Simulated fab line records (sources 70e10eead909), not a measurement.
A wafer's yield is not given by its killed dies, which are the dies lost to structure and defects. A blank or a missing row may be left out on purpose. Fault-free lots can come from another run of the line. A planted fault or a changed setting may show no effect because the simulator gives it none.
A lot that was struck, set against a sound lot || flow nand_harc || 15 out of 1302 route steps
Sound: wafers L152.1, L152.3, L152.5. Struck: wafer L160.5. (L160.2, L160.3 of the same lot were not struck and are left out.) The cause comes at the end.
Each step with rows lists, per side, the tool, then ch with its chambers, then its first start. Under that, the readings that differ: sound wafers || struck wafers || difference of the means || sigmas: that difference in standard deviations of wafers without a fault.
alike: readings with means less than 2 such deviations apart, plus words and numbers identical on both sides. not compared: withheld readings, readings lacking a value on some wafer, bounds such as >300 that could conceal the same value, and numbers that have no deviation in the record and whose values overlap.
Wherever a step has rows on one side only, a row that says differs or no value, or a row with sigmas, the two part there. Numbers that have no deviation but don't overlap get no sigmas and don't part them. A reading that every wafer of one side lacks parts them only if that side has two wafers or more.

NHARC_A_DECK1_JOINT_CMP_02: polishes SiOx.
  sound on cmp-02 ch 1,2,3, day 16 22:44; struck on cmp-02 ch 3, day 20 06:14
  alike: motor_current_A
next, for these wafers, 1 step has no rows: NHARC_A_DECK1_JOINT_SRD_15.
NHARC_A_DECK1_JOINT_DEP_16: deposits SiO2, target thk 45 nm.
  sound on pecvd-01 ch 0,1,2, day 16 23:07; struck on pecvd-03 ch 0, day 20 06:37
  alike: chamber_pressure_Torr, heater_power_w, susceptor_temp_C, throttle_valve_pct
  not compared: since_wet_clean_h
NHARC_A_DECK1_JOINT_THK_MEAS_17: measures by ellipsometry.
  sound on film_metro-01, day 16 23:23; struck on film_metro-01, day 20 06:54
{"reading": "thk_nm (nm)", "sound": "45.4 45.7 46.6", "struck": 42.8, "difference": -3.1, "sigmas": -2}
NHARC_A_DECK1_JOINT_INSPECT_05:
  sound on defect_inspect-02, day 16 23:25; struck on defect_inspect-01, day 20 06:56
  alike: raw_defect_count
next comes 1 step that has no rows for these wafers: NHARC_A_ONON_D2_DEP_00 (target thickness 1000 nm).
NHARC_A_ONON_D2_THK_MEAS_02: measures by ellipsometry.
  sound on film_metro-01, day 17 00:00; struck on film_metro-01, day 20 07:40
  alike: thk_nm
next comes 1 step that has no rows for these wafers: NHARC_A_ONON_D2_DEP_03 (target thickness 1000 nm).
NHARC_A_ONON_D2_THK_MEAS_05: measures by ellipsometry.
  sound on film_metro-01, day 17 00:34; struck on film_metro-02, day 20 08:14
  alike: thk_nm
next comes 1 step that has no rows for these wafers: NHARC_A_ONON_D2_DEP_06 (target thickness 1000 nm).
NHARC_A_ONON_D2_THK_MEAS_08: measures by ellipsometry.
  sound on film_metro-01, day 17 01:07; struck on film_metro-01, day 20 08:48
{"reading": "thk_nm (nm)", "sound": "981 983 981", "struck": 1009, "difference": "+27", "sigmas": "+3"}
NHARC_A_ONON_D2_DEP_09: target thk 1000 nm.
  sound on pecvd_onon-01 ch 0, day 17 01:11; struck on pecvd_onon-01 ch 0, day 20 08:55
  alike: n2_flow_sccm, susceptor_temp_C
NHARC_A_ONON_D2_THK_MEAS_11: measures by ellipsometry.
  sound on film_metro-01, day 17 01:41; struck on film_metro-01, day 20 09:22
{"reading": "thk_nm (nm)", "sound": "1007 1007 1007", "struck": 1705, "difference": "+698", "sigmas": "+63"}
next comes 1 step that has no rows for these wafers: NHARC_A_ONON_D2_DEP_12 (target thickness 1000 nm).
-- break in the record here, with 12 days between the starts of the struck wafers on either side (left off in module A_ONON_D2, picked up again in module END, where the first step shown is number 1302 on the route) --
NHARC_END_SORT_01:
  sound on prober-01 ch 0, day 29 13:13; struck on prober-01 ch 0, day 32 09:18
{"reading": "killed_at_array", "sound": "34 29 32", "struck": 675, "difference": "+643", "sigmas": "+36"}
{"reading": "killed_dies", "sound": "35 32 32", "struck": 677, "difference": "+644", "sigmas": "+36"}
{"reading": "killed_short", "sound": "3 4 1", "struck": 6, "difference": "+3", "sigmas": "+2"}
  alike: killed_at_other, killed_at_periphery, killed_open

== WHERE THEY PART ==
Earliest at NHARC_A_DECK1_JOINT_THK_MEAS_17; latest, in this record, at NHARC_END_SORT_01.

WHY: the cause the simulator had injected
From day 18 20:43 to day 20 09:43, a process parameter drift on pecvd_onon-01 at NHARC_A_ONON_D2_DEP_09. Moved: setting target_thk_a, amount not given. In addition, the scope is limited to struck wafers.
